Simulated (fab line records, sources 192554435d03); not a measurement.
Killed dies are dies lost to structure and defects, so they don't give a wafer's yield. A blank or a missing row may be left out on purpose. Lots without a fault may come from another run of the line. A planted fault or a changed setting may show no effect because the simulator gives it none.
fab line records | flow n5_finfet | part 2 of 2: steps 5 to 6 of 6
record lots=20 wafers=60 last_day=17
route steps=1938 shown BEOL_M0_CUTY@711 BEOL_M0@722 BEOL_M1@754
lots that met no fault: from a run of the same line without faults
start_h: hours from the record's first day to the start of the lot's first wafer shown | wait_h: hours since the lot's step before | " the same as in the row above | L1.1+2: a row that stands for several wafers | - no value, or no start given | * or withheld: withheld | < > ~ a bound
route shown NAME@n: a module of which the file shows steps, and the number in the route of the first | usual: mean/standard deviation of fault-free wafers | same: alike in all rows | chamber/n: place in a boat | sites: the reading at each site | _std_site: their standard deviation | _edge_site: outer sites' mean less inner sites' | radius_mm: how far each site lies from the wafer's centre | mask NAME#n: copy n | behind: the tool/chamber that last shaped the wafer | hold: why the lot was held/for how many hours/how that ended | device: the transistor (n, p or np) that didn't switch | end of line: the same wafers' tests at the end of the route | a step without rows: its recipe alone | killed: dies lost to structure and defects at the first sort, not the wafer's yield | map: a wafer's dies, x killed, . not, _ none there
set.NAME: the setting as run; set.NAME@STEP: as run at that earlier step | model.NAME: the simulator's own value behind a step, which no gauge read
steps of the route over a sample of lots; a table a step, a row a wafer
services: from which hour (start_h, from the record's first day; less than 0 if before it) a tool's chamber was out of use, for how many hours, and why
## steps
# step N5_BEOL_M1_ETCH_74
# recipe chemistry=N2/H2 target=underlayer target_depth_a=65 mask_material=CAR-EUV time_s=5.2 ion_energy_ev=200 pressure_mtorr=30 source_w=840 bias_w=150 n2_flow_sccm=200 h2_flow_sccm=200 ends=cleared
# usual chamber_pressure_mTorr=30.00/0.042 drypump_motor_current_A=5.5/0.35 etch_rf_on_time_s=5.23/0.16 oes_product_au=0.67/0.075 rf_vpp_V=523.7/2.9 showerhead_plenum_p_Torr=2.55/0.099 throttle_valve_pct=17.91/0.22
# columns lot.wafer tool chamber start_h wait_h chamber_pressure_mTorr drypump_motor_current_A etch_rf_on_time_s oes_product_au rf_hours_counter_h rf_vpp_V showerhead_plenum_p_Torr throttle_valve_pct
L074.1 rie_diel-02 1 120.76 0.0 29.99 6.0 5.14 0.62 183 523.1 2.51 17.88
L074.5 " 1 " " 29.96 6.0 5.15 0.62 - 520.7 2.51 17.87
L074.6 " 0 " " 30.03 4.8 5.32 0.60 - 522.4 2.53 18.32
L075.3 rie_diel-04 2 127.00 0.0 30.05 5.8 5.37 0.62 148 519.5 2.43 17.69
L075.4 " 3 " " 29.99 5.4 5.24 0.63 181 526.3 2.65 17.92
L075.6 " 2 " " 29.97 5.7 5.50 0.63 - 521.5 2.43 17.70
L076.1 rie_diel-04 0 137.09 0.0 29.91 5.6 5.35 0.75 40 521.7 2.49 17.75
L076.3 " 3 " " 30.06 5.4 5.21 0.62 183 524.9 2.64 17.93
L076.5 " 2 " " 30.00 5.7 5.45 0.61 - 518.1 2.43 17.69
L077.1 rie_diel-04 2 144.60 0.0 29.95 5.7 5.37 0.62 152 520.7 2.43 17.70
L077.4 " 1 " " 30.02 5.0 5.46 0.59 215 522.6 2.51 18.09
L077.5 " 1 " " 30.04 5.0 5.49 0.58 - 525.7 2.51 18.07
L078.1 rie_diel-06 0 145.20 0.0 29.92 5.6 4.97 0.65 145 522.9 2.67 18.05
L078.3 " 3 " " 30.01 5.2 5.19 0.75 33 526.9 2.72 17.70
L078.5 " 0 " " 30.03 5.6 5.02 0.65 - 525.2 2.67 18.06
L079.2 rie_diel-02 2 149.42 0.0 29.96 5.8 5.04 0.83 4 521.8 2.48 17.38
L079.3 " 1 " " 29.96 6.0 5.23 0.61 192 522.4 2.50 17.90
L079.6 " 1 " " 30.01 6.0 5.26 0.61 - 523.9 2.50 17.89
L080.3 rie_diel-06 2 162.67 0.0 30.00 6.1 5.13 0.66 124 524.4 2.56 17.89
L080.5 " 2 " " 29.94 6.1 5.16 0.65 - 524.2 2.56 17.91
L080.6 " 3 " " 30.00 5.2 5.23 0.74 - 526.6 2.72 17.69
L081.1 rie_diel-04 0 162.96 0.0 29.94 5.7 5.28 0.74 47 523.1 2.48 17.79
L081.3 " 3 " " 30.05 5.4 5.21 0.62 190 526.6 2.64 17.94
L081.6 " 0 " " 29.97 5.7 5.28 0.75 - 521.8 2.48 17.79
L082.1 rie_diel-04 1 175.89 0.0 29.91 5.0 5.43 0.58 224 522.4 2.51 18.07
L082.4 " 0 " " 30.01 5.7 5.23 0.74 51 520.1 2.48 17.78
L082.5 " 0 " " 29.91 5.6 5.18 0.74 - 521.2 2.48 17.79
L083.1 rie_diel-02 2 176.21 0.0 30.04 5.8 5.07 0.82 13 521.5 2.48 17.42
L083.2 " 3 " " 29.95 5.7 5.11 0.76 38 530.0 2.71 18.21
L083.3 " 0 " " 29.92 4.8 5.33 0.59 233 521.9 2.52 18.34
L084.2 rie_diel-04 2 191.54 0.0 30.01 5.7 5.27 0.62 167 519.0 2.42 17.77
L084.4 " 3 " " 30.03 5.4 5.29 0.60 200 524.7 2.64 17.97
L084.5 " 1 " " 29.98 5.0 5.40 0.58 - 522.7 2.51 18.09
L085.1 rie_diel-02 3 202.92 0.0 30.01 5.7 5.12 0.75 46 527.6 2.70 18.25
L085.3 " 2 " " 29.96 5.8 4.96 0.81 18 522.6 2.48 17.40
L085.6 " 3 " " 30.01 5.7 5.09 0.75 - 529.5 2.70 18.25
L088.3 rie_diel-06 0 209.10 0.0 29.99 5.6 5.06 0.63 164 526.0 2.66 18.11
L088.4 " 2 " " 30.01 6.1 5.13 0.67 137 522.0 2.56 17.91
L088.5 " 3 " " 30.08 5.2 5.22 0.74 - 527.4 2.72 17.70
L087.1 rie_diel-06 0 209.81 0.0 29.99 5.6 5.08 0.64 164 525.8 2.66 18.10
L087.2 " 3 " " 30.02 5.2 5.19 0.73 47 528.7 2.72 17.71
L087.5 " 2 " " 29.98 6.1 5.10 0.66 - 524.7 2.55 17.94
L090.2 rie_diel-06 1 217.06 0.0 30.03 5.5 5.02 0.72 73 522.9 2.47 18.03
L090.5 " 2 " " 30.01 6.0 5.11 0.65 - 524.3 2.55 17.95
L090.6 " 1 " " 30.00 5.4 5.02 0.72 - 521.5 2.47 18.02
L091.2 rie_diel-02 2 225.65 0.0 30.04 5.8 5.08 0.78 25 521.2 2.48 17.42
L091.5 " 2 " " 29.98 5.8 5.02 0.80 - 522.6 2.48 17.42
L091.6 " 3 " " 30.02 5.7 5.11 0.76 - 529.0 2.70 18.27
L092.1 rie_diel-04 2 231.75 0.0 29.94 5.7 5.40 0.62 181 519.9 2.41 17.74
L092.2 " 3 " " 30.02 5.4 5.36 0.60 213 526.9 2.63 17.99
L092.5 " 2 " " 30.04 5.7 5.39 0.59 - 521.3 2.41 17.72
L093.3 rie_diel-04 0 239.93 0.0 30.00 5.7 5.35 0.71 68 521.1 2.48 17.83
L093.4 " 1 " " 29.99 5.0 5.57 0.55 247 524.1 2.50 18.12
L093.6 " 2 " " 30.03 5.7 5.29 0.61 - 520.3 2.41 17.76
L094.3 rie_diel-02 3 246.98 0.0 30.02 5.7 5.11 0.73 61 527.2 2.70 18.25
L094.4 " 1 " " 30.01 6.0 5.23 0.59 - 524.1 2.49 17.95
L094.5 " 2 " " 29.95 5.8 5.05 0.78 - 521.2 2.47 17.41
L097.1 rie_diel-04 2 267.49 0.0 30.04 5.7 5.37 0.60 193 521.1 2.41 17.81
L097.3 " 0 " " 29.97 5.6 5.34 0.70 77 521.8 2.47 17.80
L097.6 " 0 " " 30.04 5.7 5.36 0.70 - 522.7 2.47 17.81
# step N5_BEOL_M1_CD_MEAS_18
# recipe pitch_nm=36 target_cd_nm=18
# usual cd_nm=18.0/0.42
# columns lot.wafer tool chamber start_h wait_h cd_nm
L074.1 cd_sem-02 - 121.17 0.0 18.0
L074.5 " - " " 18.1
L074.6 " - " " 18.4
L075.3 cd_sem-03 - 127.46 0.1 18.8
L075.4 " - " " 18.9
L075.6 " - " " 18.6
L076.1 cd_sem-03 - 137.48 0.0 17.0
L076.3 " - " " 18.1
L076.5 " - " " 18.1
L077.1 cd_sem-02 - 145.01 0.0 17.6
L077.4 " - " " 17.3
L077.5 " - " " 17.4
L078.1 cd_sem-01 - 145.60 0.0 18.5
L078.3 " - " " 18.6
L078.5 " - " " 18.2
L079.2 cd_sem-01 - 149.90 0.1 18.4
L079.3 " - " " 18.5
L079.6 " - " " 17.8
L080.3 cd_sem-03 - 163.33 0.1 18.7
L080.5 " - " " 17.7
L080.6 " - " " 18.6
L081.1 cd_sem-02 - 163.49 0.1 17.3
L081.3 " - " " 17.5
L081.6 " - " " 17.4
L082.1 cd_sem-03 - 176.29 0.1 18.3
L082.4 " - " " 17.1
L082.5 " - " " 17.5
L083.1 cd_sem-02 - 176.61 0.0 18.5
L083.2 " - " " 17.8
L083.3 " - " " 18.6
L084.2 cd_sem-01 - 191.93 0.1 17.8
L084.4 " - " " 17.7
L084.5 " - " " 18.0
L085.1 cd_sem-03 - 203.32 0.0 17.8
L085.3 " - " " 18.6
L085.6 " - " " 17.8
L088.3 cd_sem-01 - 209.51 0.1 18.4
L088.4 " - " " 17.8
L088.5 " - " " 17.9
L087.1 cd_sem-01 - 210.21 0.0 18.4
L087.2 " - " " 18.3
L087.5 " - " " 17.5
L090.2 cd_sem-02 - 217.46 0.1 18.0
L090.5 " - " " 17.7
L090.6 " - " " 18.0
L091.2 cd_sem-03 - 226.05 0.1 18.7
L091.5 " - " " 17.8
L091.6 " - " " 18.4
L092.1 cd_sem-03 - 232.23 0.0 18.2
L092.2 " - " " 18.1
L092.5 " - " " 18.5
L093.3 cd_sem-03 - 240.33 0.1 17.6
L093.4 " - " " 18.1
L093.6 " - " " 18.0
L094.3 cd_sem-03 - 247.38 0.1 17.7
L094.4 " - " " 17.9
L094.5 " - " " 18.0
L097.1 cd_sem-02 - 267.89 0.0 18.4
L097.3 " - " " 18.0
L097.6 " - " " 17.6
## services
# columns tool chamber start_h hours kind
rie_diel-01 3 91.95 1.8 repair
rie_diel-02 3 98.29 13.9 repair
rie_diel-02 - 99.37 0.4 repair
rie_diel-03 3 102.94 20.2 repair
rie_diel-05 3 103.52 - clean
rie_diel-05 3 103.52 - consumable_replace:focus_ring
rie_diel-05 3 103.52 14.9 scheduled_down
rie_diel-05 3 103.52 14.9 vent_cycle
rie_diel-03 2 110.03 1.3 repair
rie_diel-03 - 114.49 14.6 pm
rie_diel-04 - 115.63 0.3 repair
rie_diel-01 3 120.80 2.2 repair
rie_diel-01 1 123.00 5.2 repair
pvd_sputter-01 - 133.40 2.5 repair
rie_diel-01 0 141.30 - clean
rie_diel-01 0 141.30 - consumable_replace:focus_ring
rie_diel-01 0 141.30 18.6 scheduled_down
rie_diel-03 0 167.94 1.8 repair
rie_diel-06 3 176.37 19.3 repair
rie_diel-04 0 222.79 11.3 repair
rie_diel-04 2 228.08 2.4 repair
rie_diel-01 3 233.35 4.4 repair
rie_diel-05 2 248.24 5.7 repair
rie_diel-03 1 260.43 9.6 repair
